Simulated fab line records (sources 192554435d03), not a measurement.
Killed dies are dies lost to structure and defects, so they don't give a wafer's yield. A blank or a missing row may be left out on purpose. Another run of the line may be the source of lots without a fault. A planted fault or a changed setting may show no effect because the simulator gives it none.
Matching of chambers + flow n5 finfet + N5_BEOL_M10_PECVD_70 on pecvd-02: 3 sister chambers
The step deposits SiO2 from TEOS/O2, target thk 20 nm, time 22.7 s. 18 wafers are shown with their chamber, then 9 later ones without.

== WAFERS WITH THEIR CHAMBER ==
| wafer  | chamber | throttle valve pct (%) | showerhead plenum p Torr (Torr) | heater power w (W) |
|--------|---------|------------------------|---------------------------------|--------------------|
| L077.1 | 2       | 21.0                   | 8.78                            | 738                |
| L077.3 | 1       | 22.8                   | 8.81                            | 878                |
| L077.4 | 2       | 20.8                   | 8.75                            | 743                |
| L080.1 | 2       | 21.2                   | 8.76                            | 855                |
| L080.3 | 1       | 23.0                   | 8.81                            | 828                |
| L080.4 | 2       | 21.1                   | 8.77                            | 856                |
| L081.2 | 1       | 23.0                   | 8.79                            | 814                |
| L081.3 | 1       | 22.7                   | 8.79                            | 797                |
| L081.4 | 0       | 23.1                   | 8.74                            | 741                |
| L082.4 | 1       | 22.5                   | 8.80                            | 775                |
| L082.5 | 2       | 21.0                   | 8.77                            | 781                |
| L082.6 | 0       | 22.9                   | 8.74                            | 802                |
| L089.1 | 2       | 21.2                   | 8.80                            | 736                |
| L089.4 | 0       | 23.2                   | 8.73                            | 799                |
| L089.6 | 1       | 22.7                   | 8.80                            | 853                |
| L091.1 | 2       | 21.3                   | 8.77                            | 810                |
| L091.2 | 0       | 22.9                   | 8.73                            | 776                |
| L091.3 | 1       | 22.6                   | 8.79                            | 861                |

SIGNATURES, as means of the wafers listed above
| reading                  | chamber 0 | chamber 1 | chamber 2 | scatter within a chamber |
|--------------------------|-----------|-----------|-----------|--------------------------|
| throttle valve pct       | 23.025    | 22.757    | 21.086    | 0.174                    |
| showerhead plenum p Torr | 8.7350    | 8.7986    | 8.7714    | 0.0118                   |
| heater power w           | 779.50    | 829.43    | 788.43    | 42.8                     |
Rule: a wafer's distance from a chamber is the root of the sum, over the readings, of the square of ((its reading less the chamber's mean) divided by the reading's scatter). The wafer belongs to the nearest chamber; if the next one is less than 2 further off, it can't be placed. The scatter: take each reading less its chamber's mean, square it, sum over the shown wafers, divide by the number of wafers less the number of chambers, and take the root.

== WAFERS MISSING THEIR CHAMBER ==
| wafer  | throttle valve pct (%) | showerhead plenum p Torr (Torr) | heater power w (W) |
|--------|------------------------|---------------------------------|--------------------|
| L093.1 | 21.1                   | 8.78                            | 710                |
| L093.2 | 22.9                   | 8.80                            | 767                |
| L093.4 | 23.0                   | 8.73                            | 819                |
| L095.2 | 21.1                   | 8.78                            | 753                |
| L095.4 | 23.4                   | 8.74                            | 771                |
| L095.6 | 21.3                   | 8.79                            | 732                |
| L097.1 | 22.5                   | 8.81                            | 755                |
| L097.2 | 21.6                   | 8.80                            | 732                |
| L097.5 | 21.3                   | 8.76                            | 713                |

== THE CHAMBER EACH PASSED THROUGH ==
| wafer  | from the rows above | in truth |
|--------|---------------------|----------|
| L093.1 | 2                   | 2        |
| L093.2 | 1                   | 1        |
| L093.4 | 0                   | 0        |
| L095.2 | 2                   | 2        |
| L095.4 | 0                   | 0        |
| L095.6 | 2                   | 2        |
| L097.1 | 1                   | 1        |
| L097.2 | 2                   | 2        |
| L097.5 | 2                   | 2        |
9 of 9 placed correctly. Left unplaced by these rows: 0. 0 placed wrongly.
